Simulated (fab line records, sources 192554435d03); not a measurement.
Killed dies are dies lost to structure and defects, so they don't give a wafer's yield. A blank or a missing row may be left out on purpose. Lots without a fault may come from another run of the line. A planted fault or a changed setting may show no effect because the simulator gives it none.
Which tool did it? | flow n5_finfet | 10 lots, 28 wafers sampled, at 4 steps of a route of 1938

WHAT THE GAUGES READ, wafer by wafer
N5_SD_EPI_N_EPI_MEAS_23.
lot  | measured    | on            | thk_nm (nm)
L267 | day 3 04:13 | film_metro-01 | 61.3 59.9
L268 | day 3 12:31 | film_metro-01 | 58.9 60.1 61.1
L270 | day 3 21:52 | film_metro-02 | 57.9 59.6 60.1
L273 | day 4 16:58 | film_metro-01 | 58.4 60.9 59.3
L274 | day 4 22:48 | film_metro-01 | 59.1 57.3 59.3
L277 | day 5 18:06 | film_metro-01 | 59.2 58.2 60.3
L278 | day 5 21:02 | film_metro-01 | 60.0 59.6 58.9
L279 | day 6 07:22 | film_metro-01 | 59.7 58.3
L289 | day 8 20:08 | film_metro-01 | 43.9 59.9 60.7
L290 | day 9 00:51 | film_metro-01 | 42.8 43.9 60.4

WHICH TOOL RAN EACH LOT (tool, then ch and the chambers of the sampled wafers, then the start)
lot  | N5_DUMMY_GATE_STRIP_48            | N5_SPACER0_ALD_08                | N5_SD_EPI_N_EPI_21
L267 | rie_diel-03 ch 0,1, day 2 23:32   | ald_sin-03 ch 0,2, day 3 00:11   | epi_rpcvd-02 ch 0, day 3 03:20
L268 | rie_diel-02 ch 0,2,3, day 3 07:52 | ald_sin-03 ch 0,1,2, day 3 08:29 | epi_rpcvd-03 ch 0, day 3 10:49
L270 | rie_diel-03 ch 0,3, day 3 16:34   | ald_sin-03 ch 0,2,3, day 3 17:13 | epi_rpcvd-01 ch 0, day 3 19:57
L273 | rie_diel-02 ch 0,2,3, day 4 10:32 | ald_sin-02 ch 0,1,2, day 4 11:13 | epi_rpcvd-01 ch 0, day 4 13:57
L274 | rie_diel-01 ch 0,1,2, day 4 18:15 | ald_sin-04 ch 0,2,3, day 4 18:53 | epi_rpcvd-01 ch 0, day 4 21:22
L277 | rie_diel-01 ch 2,3, day 5 13:29   | ald_sin-03 ch 1,2,3, day 5 14:10 | epi_rpcvd-03 ch 0, day 5 16:40
L278 | rie_diel-03 ch 2,3, day 5 16:08   | ald_sin-02 ch 0,1,2, day 5 16:47 | epi_rpcvd-02 ch 0, day 5 19:20
L279 | rie_diel-01 ch 0, day 6 02:41     | ald_sin-03 ch 2,3, day 6 03:19   | epi_rpcvd-01 ch 0, day 6 05:55
L289 | rie_diel-01 ch 0,3, day 8 14:49   | ald_sin-04 ch 1,2, day 8 15:51   | epi_rpcvd-01 ch 0, day 8 19:16
L290 | rie_diel-02 ch 0,1, day 8 18:31   | ald_sin-02 ch 1,2, day 8 20:49   | epi_rpcvd-01 ch 0, day 8 23:25
- N5_DUMMY_GATE_STRIP_48: strips in N2/H2, time 20 s.
- N5_SPACER0_ALD_08: deposits SiNx, target thk 2 nm.
- N5_SD_EPI_N_EPI_21: deposits Si:P, time 690 s.

THE ANSWER, worked out from the rows above alone
Rule: what is usual is taken from the lots themselves. Put in order of their means at a reading, lots are off if they are a third of the lots or fewer, leave a main group of 4 or more, and stand apart from it by a gap of 3 or more times the standard deviation of the main group's means; of several such gaps the widest counts. A main group whose means are all the same, to the digits that the tables above print for the reading, isn't used. A lot without any number at a reading at which 4 lots or more have one is off too. The other lots that the step has rows for count as sound.
Off: L289, L290, at N5_SD_EPI_N_EPI_MEAS_23 (thk_nm). The main group: mean 59.5 nm, standard deviation 0.59.
A tool fits if, at a process step before that reading, it ran every lot that is off, and no sound lot after the first of them. The gauges at N5_SD_EPI_N_EPI_MEAS_23 are tried like those tools. Can't be told from this: 2 tools fit, epi_rpcvd-01 at N5_SD_EPI_N_EPI_21, film_metro-01 at N5_SD_EPI_N_EPI_MEAS_23.

WHAT THE SIMULATOR HAD PUT IN
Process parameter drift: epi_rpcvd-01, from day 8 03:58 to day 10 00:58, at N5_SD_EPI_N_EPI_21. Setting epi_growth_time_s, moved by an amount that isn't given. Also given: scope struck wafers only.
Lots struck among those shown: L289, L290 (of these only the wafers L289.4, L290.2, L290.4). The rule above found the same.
